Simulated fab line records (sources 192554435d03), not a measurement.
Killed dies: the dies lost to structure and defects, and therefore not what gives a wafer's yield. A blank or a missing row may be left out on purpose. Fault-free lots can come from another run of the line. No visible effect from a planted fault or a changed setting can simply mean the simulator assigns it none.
The tool behind it: which one? :: flow n5-finfet :: 66 wafers from 22 lots sampled at 4 of the route's 1938 steps

WHAT THE GAUGES SHOWED, per wafer
N5_DUMMY_GATE_CD_MEAS_15: target cd 25.8 nm.
lot: L074
measured: day 2 23:47
on: cd-sem-03
cd-nm (nm): 25.00 24.86 25.00

lot: L075
measured: day 3 05:59
on: cd-sem-03
cd-nm (nm): 24.80 24.78 25.07

lot: L076
measured: day 3 11:01
on: cd-sem-02
cd-nm (nm): 24.90 24.75 24.88

lot: L077
measured: day 3 16:19
on: cd-sem-03
cd-nm (nm): 25.20 25.39 24.82

lot: L078
measured: day 3 22:50
on: cd-sem-01
cd-nm (nm): 24.81 25.13 24.53

lot: L079
measured: day 4 03:16
on: cd-sem-01
cd-nm (nm): 25.02 24.95 25.03

lot: L080
measured: day 4 10:14
on: cd-sem-03
cd-nm (nm): 25.21 24.83 24.58

lot: L081
measured: day 4 18:11
on: cd-sem-01
cd-nm (nm): 25.15 25.20 25.27

lot: L082
measured: day 5 02:14
on: cd-sem-01
cd-nm (nm): 24.59 24.81 24.92

lot: L083
measured: day 5 06:14
on: cd-sem-02
cd-nm (nm): 25.24 24.95 24.86

lot: L084
measured: day 5 12:26
on: cd-sem-02
cd-nm (nm): 24.66 24.88 24.76

lot: L085
measured: day 5 17:31
on: cd-sem-01
cd-nm (nm): 25.17 24.94 24.86

lot: L086
measured: day 5 21:45
on: cd-sem-01
cd-nm (nm): 25.18 24.86 24.91

lot: L087
measured: day 6 02:38
on: cd-sem-02
cd-nm (nm): 25.01 24.85 25.19

lot: L088
measured: day 6 08:17
on: cd-sem-02
cd-nm (nm): 24.76 24.93 24.96

lot: L090
measured: day 6 22:59
on: cd-sem-03
cd-nm (nm): 24.60 25.07 25.05

lot: L091
measured: day 7 02:39
on: cd-sem-03
cd-nm (nm): 25.05 24.87 24.80

lot: L092
measured: day 7 10:34
on: cd-sem-02
cd-nm (nm): 24.82 25.15 25.06

lot: L093
measured: day 7 18:37
on: cd-sem-02
cd-nm (nm): 24.84 24.89 25.21

lot: L095
measured: day 8 11:17
on: cd-sem-02
cd-nm (nm): 25.07 24.74 24.81

lot: L096
measured: day 8 17:02
on: cd-sem-01
cd-nm (nm): 25.66 25.40 25.34

lot: L097
measured: day 8 16:11
on: cd-sem-03
cd-nm (nm): 25.38 25.18 25.05

N5_DUMMY_GATE_OVL_MEAS_16.
lot: L074
measured: day 2 23:50
on: overlay-02
GATE_OVL (nm): 0.4 0.4 0.5

lot: L075
measured: day 3 06:02
on: overlay-01
GATE_OVL (nm): 0.7 1.0 0.7

lot: L076
measured: day 3 11:04
on: overlay-01
GATE_OVL (nm): 0.1 0.7 0.5

lot: L077
measured: day 3 16:22
on: overlay-02
GATE_OVL (nm): 0.5 0.0 -0.3

lot: L078
measured: day 3 22:53
on: overlay-02
GATE_OVL (nm): 0.6 0.5 0.4

lot: L079
measured: day 4 03:18
on: overlay-01
GATE_OVL (nm): 0.2 0.4 -0.6

lot: L080
measured: day 4 10:17
on: overlay-01
GATE_OVL (nm): 1.3 1.2 1.4

lot: L081
measured: day 4 18:14
on: overlay-02
GATE_OVL (nm): 0.7 -0.4 0.5

lot: L082
measured: day 5 02:17
on: overlay-02
GATE_OVL (nm): 0.8 1.4 1.5

lot: L083
measured: day 5 06:16
on: overlay-01
GATE_OVL (nm): 0.9 0.6 0.0

lot: L084
measured: day 5 12:28
on: overlay-02
GATE_OVL (nm): 0.2 0.9 -0.5

lot: L085
measured: day 5 17:33
on: overlay-01
GATE_OVL (nm): 1.1 0.9 1.2

lot: L086
measured: day 5 21:47
on: overlay-01
GATE_OVL (nm): 1.2 0.8 1.2

lot: L087
measured: day 6 02:41
on: overlay-02
GATE_OVL (nm): -0.6 0.7 0.1

lot: L088
measured: day 6 08:19
on: overlay-01
GATE_OVL (nm): 0.6 1.4 0.1

lot: L090
measured: day 6 23:02
on: overlay-01
GATE_OVL (nm): 0.7 -0.1 2.1

lot: L091
measured: day 7 02:41
on: overlay-02
GATE_OVL (nm): 1.1 1.1 0.7

lot: L092
measured: day 7 10:37
on: overlay-02
GATE_OVL (nm): 1.5 1.7 0.7

lot: L093
measured: day 7 18:40
on: overlay-01
GATE_OVL (nm): -1.3 0.0 -0.4

lot: L095
measured: day 8 11:20
on: overlay-01
GATE_OVL (nm): 1.5 1.1 1.0

lot: L096
measured: day 8 17:04
on: overlay-01
GATE_OVL (nm): 0.5 0.2 0.6

lot: L097
measured: day 8 16:13
on: overlay-02
GATE_OVL (nm): 1.1 1.1 1.0

WHAT TOOL EACH LOT RAN ON (gives the tool, then ch and the chambers of the sampled wafers, and finally the start)
lot: L074
N5_FIN_CUT_ETCH_30: rie-diel-04 ch 2,3, day 2 05:22
N5_DUMMY_GATE_CMP_04: cmp-03 ch 0,1,3, day 2 19:10

lot: L075
N5_FIN_CUT_ETCH_30: rie-diel-04 ch 1,2,3, day 2 11:45
N5_DUMMY_GATE_CMP_04: cmp-03 ch 0,2, day 3 01:26

lot: L076
N5_FIN_CUT_ETCH_30: rie-diel-02 ch 0,2,3, day 2 16:10
N5_DUMMY_GATE_CMP_04: cmp-04 ch 1,2,3, day 3 06:20

lot: L077
N5_FIN_CUT_ETCH_30: rie-diel-02 ch 1,2,3, day 2 21:07
N5_DUMMY_GATE_CMP_04: cmp-04 ch 0,1,3, day 3 11:40

lot: L078
N5_FIN_CUT_ETCH_30: rie-diel-02 ch 0,2, day 3 04:02
N5_DUMMY_GATE_CMP_04: cmp-02 ch 0,2,3, day 3 18:11

lot: L079
N5_FIN_CUT_ETCH_30: rie-diel-02 ch 1,2, day 3 08:53
N5_DUMMY_GATE_CMP_04: cmp-02 ch 0,1,3, day 3 22:41

lot: L080
N5_FIN_CUT_ETCH_30: rie-diel-05 ch 1,2,3, day 3 15:58
N5_DUMMY_GATE_CMP_04: cmp-04 ch 0,1,2, day 4 05:37

lot: L081
N5_FIN_CUT_ETCH_30: rie-diel-05 ch 1,2,3, day 3 20:46
N5_DUMMY_GATE_CMP_04: cmp-04 ch 2,3, day 4 13:38

lot: L082
N5_FIN_CUT_ETCH_30: rie-diel-02 ch 1,2, day 4 04:01
N5_DUMMY_GATE_CMP_04: cmp-04 ch 0,3, day 4 21:34

lot: L083
N5_FIN_CUT_ETCH_30: rie-diel-05 ch 1,2, day 4 09:46
N5_DUMMY_GATE_CMP_04: cmp-02 ch 0,1, day 5 01:43

lot: L084
N5_FIN_CUT_ETCH_30: rie-diel-04 ch 1,2,3, day 4 15:17
N5_DUMMY_GATE_CMP_04: cmp-03 ch 0,1,2, day 5 07:54

lot: L085
N5_FIN_CUT_ETCH_30: rie-diel-04 ch 1,2,3, day 4 21:10
N5_DUMMY_GATE_CMP_04: cmp-02 ch 0,2, day 5 10:54

lot: L086
N5_FIN_CUT_ETCH_30: rie-diel-05 ch 0,1,2, day 5 03:29
N5_DUMMY_GATE_CMP_04: cmp-02 ch 1,2,3, day 5 17:05

lot: L087
N5_FIN_CUT_ETCH_30: rie-diel-04 ch 0,2,3, day 5 08:30
N5_DUMMY_GATE_CMP_04: cmp-02 ch 1,2,3, day 5 22:10

lot: L088
N5_FIN_CUT_ETCH_30: rie-diel-02 ch 0,1, day 5 14:11
N5_DUMMY_GATE_CMP_04: cmp-02 ch 0,2,3, day 6 03:47

lot: L090
N5_FIN_CUT_ETCH_30: rie-diel-02 ch 0,1, day 6 02:32
N5_DUMMY_GATE_CMP_04: cmp-03 ch 0,1, day 6 16:22

lot: L091
N5_FIN_CUT_ETCH_30: rie-diel-02 ch 1,2, day 6 08:23
N5_DUMMY_GATE_CMP_04: cmp-03 ch 0,1,3, day 6 22:07

lot: L092
N5_FIN_CUT_ETCH_30: rie-diel-05 ch 1,2, day 6 14:22
N5_DUMMY_GATE_CMP_04: cmp-02 ch 0,3, day 7 06:00

lot: L093
N5_FIN_CUT_ETCH_30: rie-diel-02 ch 1,2, day 6 21:06
N5_DUMMY_GATE_CMP_04: cmp-02 ch 0,3, day 7 13:57

lot: L095
N5_FIN_CUT_ETCH_30: rie-diel-05 ch 1,3, day 7 09:51
N5_DUMMY_GATE_CMP_04: cmp-03 ch 2,3, day 8 04:43

lot: L096
N5_FIN_CUT_ETCH_30: rie-diel-02 ch 1,2,3, day 7 15:25
N5_DUMMY_GATE_CMP_04: cmp-03 ch 0,1,2, day 8 08:10

lot: L097
N5_FIN_CUT_ETCH_30: rie-diel-05 ch 0,2, day 7 20:53
N5_DUMMY_GATE_CMP_04: cmp-03 ch 1,3, day 8 11:39
- N5_FIN_CUT_ETCH_30: etches underlayer in N2/H2, target depth 13 nm, time 10.4 s.
- N5_DUMMY_GATE_CMP_04: polishes a-Si.

WHAT THE TOOLS THEMSELVES READ (means of the sampled wafers that have a number; where no wafer has one, the mark that the record gives instead)
N5_FIN_CUT_ETCH_30.
lot: L074
tool: rie-diel-04
drypump-motor-current-A (A): 5.2
etch-rf-on-time-s (s): 10.44
oes-product-au (a.u.): 0.60
rf-fwd-power-W (W): 819.4
rf-vpp-V (V): 523.7
showerhead-plenum-p-Torr (Torr): 2.56
throttle-valve-pct (%): 18.19

lot: L075
tool: rie-diel-04
drypump-motor-current-A (A): 5.1
etch-rf-on-time-s (s): 10.73
oes-product-au (a.u.): 0.62
rf-fwd-power-W (W): 818.4
rf-vpp-V (V): 525.6
showerhead-plenum-p-Torr (Torr): 2.60
throttle-valve-pct (%): 18.07

lot: L076
tool: rie-diel-02
drypump-motor-current-A (A): 5.7
etch-rf-on-time-s (s): 10.39
oes-product-au (a.u.): 0.66
rf-fwd-power-W (W): 822.5
rf-vpp-V (V): 524.0
showerhead-plenum-p-Torr (Torr): 2.56
throttle-valve-pct (%): 17.95

lot: L077
tool: rie-diel-02
drypump-motor-current-A (A): 5.8
etch-rf-on-time-s (s): 10.15
oes-product-au (a.u.): 0.71
rf-fwd-power-W (W): 819.8
rf-vpp-V (V): 525.1
showerhead-plenum-p-Torr (Torr): 2.56
throttle-valve-pct (%): 17.97

lot: L078
tool: rie-diel-02
drypump-motor-current-A (A): 5.6
etch-rf-on-time-s (s): 10.42
oes-product-au (a.u.): 0.69
rf-fwd-power-W (W): 819.3
rf-vpp-V (V): 525.1
showerhead-plenum-p-Torr (Torr): 2.62
throttle-valve-pct (%): 17.92

lot: L079
tool: rie-diel-02
drypump-motor-current-A (A): 5.9
etch-rf-on-time-s (s): 10.17
oes-product-au (a.u.): 0.78
rf-fwd-power-W (W): 820.0
rf-vpp-V (V): 526.1
showerhead-plenum-p-Torr (Torr): 2.62
throttle-valve-pct (%): 18.01

lot: L080
tool: rie-diel-05
drypump-motor-current-A (A): 5.7
etch-rf-on-time-s (s): 10.34
oes-product-au (a.u.): 0.69
rf-fwd-power-W (W): 822.2
rf-vpp-V (V): 522.3
showerhead-plenum-p-Torr (Torr): 2.49
throttle-valve-pct (%): 17.93

lot: L081
tool: rie-diel-05
drypump-motor-current-A (A): 5.8
etch-rf-on-time-s (s): 10.36
oes-product-au (a.u.): 0.69
rf-fwd-power-W (W): 818.0
rf-vpp-V (V): 521.7
showerhead-plenum-p-Torr (Torr): 2.49
throttle-valve-pct (%): 17.93

lot: L082
tool: rie-diel-02
drypump-motor-current-A (A): 5.8
etch-rf-on-time-s (s): 10.30
oes-product-au (a.u.): 0.71
rf-fwd-power-W (W): 822.5
rf-vpp-V (V): 526.0
showerhead-plenum-p-Torr (Torr): 2.65
throttle-valve-pct (%): 17.93

lot: L083
tool: rie-diel-05
drypump-motor-current-A (A): 5.8
etch-rf-on-time-s (s): 10.36
oes-product-au (a.u.): 0.69
rf-fwd-power-W (W): 818.1
rf-vpp-V (V): 522.7
showerhead-plenum-p-Torr (Torr): 2.49
throttle-valve-pct (%): 18.03

lot: L084
tool: rie-diel-04
drypump-motor-current-A (A): 5.1
etch-rf-on-time-s (s): 10.65
oes-product-au (a.u.): 0.61
rf-fwd-power-W (W): 819.9
rf-vpp-V (V): 525.7
showerhead-plenum-p-Torr (Torr): 2.60
throttle-valve-pct (%): 18.09

lot: L085
tool: rie-diel-04
drypump-motor-current-A (A): 5.1
etch-rf-on-time-s (s): 10.72
oes-product-au (a.u.): 0.61
rf-fwd-power-W (W): 816.0
rf-vpp-V (V): 525.3
showerhead-plenum-p-Torr (Torr): 2.60
throttle-valve-pct (%): 18.08

lot: L086
tool: rie-diel-05
drypump-motor-current-A (A): 5.6
etch-rf-on-time-s (s): 10.43
oes-product-au (a.u.): 0.66
rf-fwd-power-W (W): 818.9
rf-vpp-V (V): 523.8
showerhead-plenum-p-Torr (Torr): 2.56
throttle-valve-pct (%): 18.25

lot: L087
tool: rie-diel-04
drypump-motor-current-A (A): 5.3
etch-rf-on-time-s (s): 10.55
oes-product-au (a.u.): 0.61
rf-fwd-power-W (W): 819.3
rf-vpp-V (V): 524.6
showerhead-plenum-p-Torr (Torr): 2.60
throttle-valve-pct (%): 18.05

lot: L088
tool: rie-diel-02
drypump-motor-current-A (A): 5.9
etch-rf-on-time-s (s): 10.53
oes-product-au (a.u.): 0.74
rf-fwd-power-W (W): 817.5
rf-vpp-V (V): 524.3
showerhead-plenum-p-Torr (Torr): 2.59
throttle-valve-pct (%): 18.08

lot: L090
tool: rie-diel-02
drypump-motor-current-A (A): 5.7
etch-rf-on-time-s (s): 10.44
oes-product-au (a.u.): 0.71
rf-fwd-power-W (W): 818.8
rf-vpp-V (V): 524.7
showerhead-plenum-p-Torr (Torr): 2.58
throttle-valve-pct (%): 18.06

lot: L091
tool: rie-diel-02
drypump-motor-current-A (A): 5.8
etch-rf-on-time-s (s): 10.23
oes-product-au (a.u.): 0.69
rf-fwd-power-W (W): 824.0
rf-vpp-V (V): 525.6
showerhead-plenum-p-Torr (Torr): 2.64
throttle-valve-pct (%): 17.96

lot: L092
tool: rie-diel-05
drypump-motor-current-A (A): 6.0
etch-rf-on-time-s (s): 10.38
oes-product-au (a.u.): 0.69
rf-fwd-power-W (W): 822.0
rf-vpp-V (V): 523.2
showerhead-plenum-p-Torr (Torr): 2.54
throttle-valve-pct (%): 18.11

lot: L093
tool: rie-diel-02
drypump-motor-current-A (A): 5.9
etch-rf-on-time-s (s): 10.21
oes-product-au (a.u.): 0.73
rf-fwd-power-W (W): 817.6
rf-vpp-V (V): 525.1
showerhead-plenum-p-Torr (Torr): 2.61
throttle-valve-pct (%): 18.04

lot: L095
tool: rie-diel-05
drypump-motor-current-A (A): 5.6
etch-rf-on-time-s (s): 10.30
oes-product-au (a.u.): 0.67
rf-fwd-power-W (W): 819.5
rf-vpp-V (V): 522.0
showerhead-plenum-p-Torr (Torr): 2.48
throttle-valve-pct (%): 17.88

lot: L096
tool: rie-diel-02
drypump-motor-current-A (A): 5.8
etch-rf-on-time-s (s): 10.25
oes-product-au (a.u.): 0.74
rf-fwd-power-W (W): 819.9
rf-vpp-V (V): 528.3
showerhead-plenum-p-Torr (Torr): 2.66
throttle-valve-pct (%): 17.89

lot: L097
tool: rie-diel-05
drypump-motor-current-A (A): 5.2
etch-rf-on-time-s (s): 10.55
oes-product-au (a.u.): 0.59
rf-fwd-power-W (W): 818.5
rf-vpp-V (V): 524.2
showerhead-plenum-p-Torr (Torr): 2.56
throttle-valve-pct (%): 18.46

N5_DUMMY_GATE_CMP_04.
lot: L074
tool: cmp-03
motor-current-A (A): 9.2
time-to-endpoint-s (s): 9.2

lot: L075
tool: cmp-03
motor-current-A (A): 10.3
time-to-endpoint-s (s): 11.8

lot: L076
tool: cmp-04
motor-current-A (A): 11.2
time-to-endpoint-s (s): 10.4

lot: L077
tool: cmp-04
motor-current-A (A): 11.2
time-to-endpoint-s (s): 11.7

lot: L078
tool: cmp-02
motor-current-A (A): 10.3
time-to-endpoint-s (s): 15.0

lot: L079
tool: cmp-02
motor-current-A (A): 10.8
time-to-endpoint-s (s): 17.3

lot: L080
tool: cmp-04
motor-current-A (A): 10.1
time-to-endpoint-s (s): 11.9

lot: L081
tool: cmp-04
motor-current-A (A): 12.1
time-to-endpoint-s (s): 15.3

lot: L082
tool: cmp-04
motor-current-A (A): 12.5
time-to-endpoint-s (s): 14.7

lot: L083
tool: cmp-02
motor-current-A (A): 11.7
time-to-endpoint-s (s): 14.0

lot: L084
tool: cmp-03
motor-current-A (A): 9.3
time-to-endpoint-s (s): 14.7

lot: L085
tool: cmp-02
motor-current-A (A): 10.1
time-to-endpoint-s (s): 14.8

lot: L086
tool: cmp-02
motor-current-A (A): 11.8
time-to-endpoint-s (s): 15.1

lot: L087
tool: cmp-02
motor-current-A (A): 11.8
time-to-endpoint-s (s): 14.2

lot: L088
tool: cmp-02
motor-current-A (A): 10.5
time-to-endpoint-s (s): 13.6

lot: L090
tool: cmp-03
motor-current-A (A): 9.8
time-to-endpoint-s (s): 11.9

lot: L091
tool: cmp-03
motor-current-A (A): 9.1
time-to-endpoint-s (s): 10.4

lot: L092
tool: cmp-02
motor-current-A (A): 10.3
time-to-endpoint-s (s): 15.1

lot: L093
tool: cmp-02
motor-current-A (A): 9.7
time-to-endpoint-s (s): 14.6

lot: L095
tool: cmp-03
motor-current-A (A): 9.2
time-to-endpoint-s (s): 16.0

lot: L096
tool: cmp-03
motor-current-A (A): 9.4
time-to-endpoint-s (s): 14.1

lot: L097
tool: cmp-03
motor-current-A (A): 8.5
time-to-endpoint-s (s): 15.0

THE ANSWER, worked out from the rows above alone
Rule: the usual values come from the lots themselves. The widest of any qualifying gaps counts: lots, ordered by their means at a reading, are off when they make up no more than a third of the lots, leave a main group of 4 or more, and stand apart from it by 3 or more times the standard deviation of that group's means. A main group whose means are all the same, to the digits that the tables above print for the reading, isn't used. A lot without any number at a reading at which 4 lots or more have one is off too. All remaining lots with rows at the step are treated as sound. First the gauges in route order, then the tools' own readings, where a lot's mean is used as printed above. The first step at which some lot is off is used, and at that step the reading that is off furthest; a lot without a number counts as furthest.
Across all readings shown, no lot is off: no conclusion can be drawn from this.

WHAT THE SIMULATOR PUT IN
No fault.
